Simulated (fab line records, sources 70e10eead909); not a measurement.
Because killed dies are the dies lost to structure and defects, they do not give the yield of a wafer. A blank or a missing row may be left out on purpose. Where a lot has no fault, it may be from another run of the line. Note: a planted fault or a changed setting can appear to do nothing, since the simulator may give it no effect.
Chamber matching :: flow nand_harc :: 4 sister chambers for NHARC_A_CHANNEL_FILL_D1_ETCHBACK_19 on rie_si-03
The step etches the open film in HBr/Cl2, target depth 5 nm, time 1.7 s. 14 wafers are shown with their chamber, then 7 later ones without.

== WAFERS WITH THEIR CHAMBER ==
wafer: L074.2
chamber: 1
drypump_motor_current_A (A): 4.8
oes_product_au (a.u.): 0.995
throttle_valve_pct (%): 26.423

wafer: L074.3
chamber: 0
drypump_motor_current_A (A): 5.9
oes_product_au (a.u.): 1.000
throttle_valve_pct (%): 26.401

wafer: L074.4
chamber: 3
drypump_motor_current_A (A): 6.5
oes_product_au (a.u.): 0.990
throttle_valve_pct (%): 26.402

wafer: L079.1
chamber: 3
drypump_motor_current_A (A): 6.4
oes_product_au (a.u.): 1.006
throttle_valve_pct (%): 26.428

wafer: L079.2
chamber: 0
drypump_motor_current_A (A): 6.0
oes_product_au (a.u.): 1.000
throttle_valve_pct (%): 26.424

wafer: L079.6
chamber: 1
drypump_motor_current_A (A): 4.8
oes_product_au (a.u.): 1.001
throttle_valve_pct (%): 26.405

wafer: L081.1
chamber: 1
drypump_motor_current_A (A): 4.8
oes_product_au (a.u.): 0.995
throttle_valve_pct (%): 26.409

wafer: L081.2
chamber: 0
drypump_motor_current_A (A): 6.0
oes_product_au (a.u.): 1.016
throttle_valve_pct (%): 26.406

wafer: L081.6
chamber: 2
drypump_motor_current_A (A): 6.6
oes_product_au (a.u.): 1.008
throttle_valve_pct (%): 26.392

wafer: L082.2
chamber: 2
drypump_motor_current_A (A): 6.6
oes_product_au (a.u.): 1.009
throttle_valve_pct (%): 26.425

wafer: L082.3
chamber: 1
drypump_motor_current_A (A): 4.8
oes_product_au (a.u.): 1.007
throttle_valve_pct (%): 26.404

wafer: L082.6
chamber: 0
drypump_motor_current_A (A): 6.0
oes_product_au (a.u.): 0.998
throttle_valve_pct (%): 26.412

wafer: L086.1
chamber: 2
drypump_motor_current_A (A): 6.6
oes_product_au (a.u.): 0.995
throttle_valve_pct (%): 26.414

wafer: L086.5
chamber: 0
drypump_motor_current_A (A): 6.0
oes_product_au (a.u.): 0.999
throttle_valve_pct (%): 26.401

SIGNATURES (averages over the wafers above)
reading: drypump_motor_current_A
chamber 0: 5.980
chamber 1: 4.800
chamber 2: 6.600
chamber 3: 6.450
scatter within a chamber: 0.0361

reading: oes_product_au
chamber 0: 1.00260
chamber 1: 0.99950
chamber 2: 1.00400
chamber 3: 0.99800
scatter within a chamber: 0.00759

reading: throttle_valve_pct
chamber 0: 26.40880
chamber 1: 26.41025
chamber 2: 26.41033
chamber 3: 26.41500
scatter within a chamber: 0.0123
Rule: for a wafer and a chamber, the distance is found by dividing, reading by reading, the gap between the wafer's reading and the chamber's mean by the reading's scatter, squaring, summing and taking the root. If the next closest chamber is less than 2 further off than the closest, the wafer can't be placed; otherwise it belongs to the closest. The scatter is the square root of a quotient: the sum, over the shown wafers, of each reading's squared deviation from its chamber's mean, divided by wafers minus chambers.

== WAFERS WHOSE CHAMBER IS MISSING ==
wafer: L086.6
drypump_motor_current_A (A): 4.8
oes_product_au (a.u.): 0.996
throttle_valve_pct (%): 26.414

wafer: L092.4
drypump_motor_current_A (A): 6.0
oes_product_au (a.u.): 1.001
throttle_valve_pct (%): 26.416

wafer: L092.5
drypump_motor_current_A (A): 6.0
oes_product_au (a.u.): 1.002
throttle_valve_pct (%): 26.408

wafer: L092.6
drypump_motor_current_A (A): 4.8
oes_product_au (a.u.): 0.988
throttle_valve_pct (%): 26.405

wafer: L096.3
drypump_motor_current_A (A): 4.8
oes_product_au (a.u.): 1.000
throttle_valve_pct (%): 26.413

wafer: L096.4
drypump_motor_current_A (A): 4.8
oes_product_au (a.u.): 1.005
throttle_valve_pct (%): 26.416

wafer: L096.6
drypump_motor_current_A (A): 6.4
oes_product_au (a.u.): 0.999
throttle_valve_pct (%): 26.399

== EACH ONE'S CHAMBER ==
wafer: L086.6
from the rows above: 1
in truth: 1

wafer: L092.4
from the rows above: 0
in truth: 0

wafer: L092.5
from the rows above: 0
in truth: 0

wafer: L092.6
from the rows above: 1
in truth: 1

wafer: L096.3
from the rows above: 1
in truth: 1

wafer: L096.4
from the rows above: 1
in truth: 1

wafer: L096.6
from the rows above: 3
in truth: 3
Placed correctly: 7 of 7. Can't be placed from these rows: 0. 0 placed wrongly.
